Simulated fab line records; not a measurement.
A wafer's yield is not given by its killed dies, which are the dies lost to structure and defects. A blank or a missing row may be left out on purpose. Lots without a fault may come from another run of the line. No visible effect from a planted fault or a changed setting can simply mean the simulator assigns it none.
Which of the tools did it?	flow n5Finfet	Sampling: 12 lots, 33 wafers, 5 of 1938 route steps

## WHAT THE GAUGES SHOWED, per wafer
N5_BEOL_M12_THK_MEAS_50: measures by xrf. Usual: M12_THK 323 nm, standard deviation 5.2.
lot	measured	on	M12_THK (nm)	flag
L881	day 11 03:17	filmMetro-02	323 329 332	
L880	day 11 07:54	filmMetro-02	322 324 325	
L883	day 11 08:59	filmMetro-01	327 323 323	
L885	day 11 20:57	filmMetro-01	316 316 320	
L886	day 12 07:51	filmMetro-01	312 319 322	
L888	day 12 14:34	filmMetro-02	315 319	
L889	day 13 00:17	filmMetro-02	316 316 320	
L890	day 13 07:25	filmMetro-01	330 322 328	
L893	day 13 19:09	filmMetro-02	318 319 324	
L891	day 13 21:51	filmMetro-02	327 322 317	
L892	day 14 07:04	filmMetro-02	316 315	
L896	day 14 20:37	filmMetro-01	324 330	

N5_BEOL_M12_INSPECT_55: inspects for defects (darkfield). Usual: rawDefectCount reads 71 (standard deviation 23).
lot	measured	on	rawDefectCount	flag
L881	day 11 03:28	defectInspect-02	66 72 87	
L880	day 11 08:03	defectInspect-02	75 80 86	
L883	day 11 09:08	defectInspect-02	92 82 44	
L885	day 11 21:06	defectInspect-02	70 78 44	
L886	day 12 08:00	defectInspect-01	40 46 42	
L888	day 12 14:43	defectInspect-02	81 71	
L889	day 13 00:26	defectInspect-01	49 38 42	
L890	day 13 07:34	defectInspect-02	41 51 66	
L893	day 13 19:18	defectInspect-01	62 104 74	
L891	day 13 22:00	defectInspect-02	63 103 53	
L892	day 14 07:13	defectInspect-02	117 77	
L896	day 14 20:46	defectInspect-01	62 70	

## TOOL THAT RAN EACH LOT (tool first, then ch and the chambers of the sampled wafers, then the start)
lot	N5_BEOL_M12_PRE_CLEAN_42	N5_BEOL_M12_SPUTTER_43	N5_BEOL_M12_CMP_49
L881	pvdSputter-03, day 11 02:14	pvdSputter-03, day 11 02:16	cmp-03 ch 0,2, day 11 02:59
L880	pvdSputter-01, day 11 06:51	pvdSputter-01, day 11 06:53	cmp-03 ch 0,1, day 11 07:37
L883	pvdSputter-01, day 11 07:47	pvdSputter-01, day 11 07:50	cmp-01 ch 0,1,2, day 11 08:46
L885	pvdSputter-02, day 11 19:54	pvdSputter-02, day 11 19:56	cmp-04 ch 0,2,3, day 11 20:42
L886	pvdSputter-01, day 12 06:38	pvdSputter-01, day 12 06:41	cmp-01 ch 0,1,2, day 12 07:38
L888	pvdSputter-01, day 12 13:29	pvdSputter-01, day 12 13:32	cmp-04 ch 1,3, day 12 14:18
L889	pvdSputter-02, day 12 23:14	pvdSputter-02, day 12 23:16	cmp-04 ch 0,1,2, day 13 00:02
L890	pvdSputter-01, day 13 06:21	pvdSputter-01, day 13 06:23	cmp-04 ch 0,3, day 13 07:07
L893	pvdSputter-01, day 13 18:05	pvdSputter-01, day 13 18:08	cmp-04 ch 0,2,3, day 13 18:56
L891	pvdSputter-02, day 13 20:47	pvdSputter-02, day 13 20:49	cmp-01 ch 1,2, day 13 21:33
L892	pvdSputter-01, day 14 05:59	pvdSputter-01, day 14 06:01	cmp-04 ch 2,3, day 14 06:46
L896	pvdSputter-01, day 14 19:34	pvdSputter-01, day 14 19:37	cmp-03 ch 0, day 14 20:21
- N5_BEOL_M12_PRE_CLEAN_42: time 30 s.
- N5_BEOL_M12_SPUTTER_43: material TaN, target thk 15 nm, time 24.19 s.
- N5_BEOL_M12_CMP_49: polishes, stops on SiOC, t overpolish 20.6 s, target thk 320 nm.

## WHAT THE TOOLS THEMSELVES READ (means of the sampled wafers that have a number; where no wafer has one, the mark that the record gives instead)
N5_BEOL_M12_PRE_CLEAN_42. Usual: heaterPowerW reads 347 W (standard deviation 32).
lot	tool	heaterPowerW (W)	flag
L881	pvdSputter-03	341	
L880	pvdSputter-01	366	
L883	pvdSputter-01	340	
L885	pvdSputter-02	376	
L886	pvdSputter-01	366	
L888	pvdSputter-01	310	
L889	pvdSputter-02	364	
L890	pvdSputter-01	330	
L893	pvdSputter-01	348	
L891	pvdSputter-02	365	
L892	pvdSputter-01	353	
L896	pvdSputter-01	331	

N5_BEOL_M12_SPUTTER_43. Usual: throttleValvePct reads 29.9 % (standard deviation 1.4).
lot	tool	throttleValvePct (%)	flag
L881	pvdSputter-03	30.1	
L880	pvdSputter-01	28.9	
L883	pvdSputter-01	30.3	
L885	pvdSputter-02	29.8	
L886	pvdSputter-01	29.2	
L888	pvdSputter-01	29.0	
L889	pvdSputter-02	29.0	
L890	pvdSputter-01	29.4	
L893	pvdSputter-01	29.9	
L891	pvdSputter-02	31.4	
L892	pvdSputter-01	29.5	
L896	pvdSputter-01	28.2	

N5_BEOL_M12_CMP_49. Usual: barrierFieldEndpointS 30.6 s, standard deviation 0.72; motorCurrentA 5.9 A, standard deviation 0.79; retainingRingPressureFrac 0.999, standard deviation 0.0053.
lot	tool	barrierFieldEndpointS (s)	motorCurrentA (A)	retainingRingPressureFrac	flag
L881	cmp-03	30.8	5.9	0.997	
L880	cmp-03	30.9	5.8	0.995	
L883	cmp-01	30.2	6.5	1.002	
L885	cmp-04	30.8	5.4	0.999	
L886	cmp-01	30.3	6.6	0.996	
L888	cmp-04	32.0	6.0	0.996	
L889	cmp-04	31.7	5.4	0.996	
L890	cmp-04	30.6	5.8	0.998	
L893	cmp-04	30.2	5.4	1.001	
L891	cmp-01	30.1	6.5	0.997	
L892	cmp-04	32.0	5.8	0.992	
L896	cmp-03	32.2	5.4	1.004	

## THE ANSWER, worked out from the rows above alone
Rule: a lot counts as off when the mean over its wafers that have a number is more than 3 standard deviations away from the usual mean. A lot without any number at a reading at which 4 lots or more have one is off too. All remaining lots with rows at the step are treated as sound. The gauges are gone through in route order, then the tools' own readings, and for those a lot's mean is taken as printed above. At the first step where some lot is off, the reading lying furthest off is the one used; lots without a number count as furthest.
No lot is off at any reading shown: from this, nothing can be told.

## WHAT WAS PUT IN BY THE SIMULATOR
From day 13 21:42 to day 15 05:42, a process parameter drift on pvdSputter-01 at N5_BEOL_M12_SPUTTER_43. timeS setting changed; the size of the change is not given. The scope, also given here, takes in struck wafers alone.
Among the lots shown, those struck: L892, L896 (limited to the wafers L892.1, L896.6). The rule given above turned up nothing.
